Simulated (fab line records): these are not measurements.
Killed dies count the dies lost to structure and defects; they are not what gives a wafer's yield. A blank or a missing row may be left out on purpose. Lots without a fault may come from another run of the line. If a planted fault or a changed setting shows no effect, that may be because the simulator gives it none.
Comparing a struck lot with a sound one ; flow nand-harc ; 12 steps out of a route of 1302
Sound: these wafers, L739.1, L739.3, L739.5. Wafers struck: L751.2, L751.3, L751.4. At the end, the cause is stated.
Order at every step that has rows: each side's tool, ch and its chambers, its first start. Under that, the readings that differ: sound wafers ; struck wafers ; difference of the means ; sigmas: that difference in standard deviations of wafers without a fault.
alike: readings whose means differ by less than 2 such deviations, and words and numbers that are the same on both sides. not compared: withheld readings, readings that some wafer has no value for, bounds like >300 that may hide the same value, and numbers for which the record gives no deviation and whose values overlap.
A row with sigmas, a row that says differs or no value, or rows on one side alone: a step with any of these is where the two part. Non-overlapping numbers with no deviation appear without sigmas and do not part them. A reading missing from all wafers of one side parts the sides only when that side holds two or more wafers.

NHARC_A_STAIRCASE_STRIP_175: strips in O2.
  sound on plasma-asher-01 ch 0,1, day 15 16:53; struck on plasma-asher-02 ch 0,1, day 20 20:26
  alike: drypump-motor-current-A, heater-power-w
  not compared: rf-hours-counter-h
then, 10 steps without rows for these wafers: NHARC_A_STAIRCASE_STRIP_148 (strips in SPM, time 900 s); NHARC_A_STAIRCASE_PRECLEAN_149 (cleans in SC1); NHARC_A_STAIRCASE_SRD_150; NHARC_A_STAIRCASE_DEHYDRATE_176 (time 120 s); NHARC_A_STAIRCASE_HMDS_177 (time 30 s); NHARC_A_STAIRCASE_COAT_178; NHARC_A_STAIRCASE_SOFTBAKE_179 (time 170 s); NHARC_A_STAIRCASE_EBR_180; NHARC_A_STAIRCASE_EXPOSE_181 (exposes mask STAIR 2); NHARC_A_STAIRCASE_PEB_182 (peb time 130 s).
NHARC_A_STAIRCASE_DEVELOP_183: time 140 s.
  sound on litho-track-07 ch 0, day 15 18:00; struck on litho-track-07, day 20 21:00
  no value came back on the struck wafers for chill-plate-temp-C (C), exhaust-pa (Pa), resist-line-temp-C (C), time-s (s); on the sound wafers chill-plate-temp-C (C) reads 22.97 23.14 23.05

WHERE THEY PART
NHARC_A_STAIRCASE_DEVELOP_183 only, going by this record.

WHY: whatever the simulator had introduced
Step skipped in full: litho-track-07, at NHARC_A_STAIRCASE_DEVELOP_183, from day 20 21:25 onward. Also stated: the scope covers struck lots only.
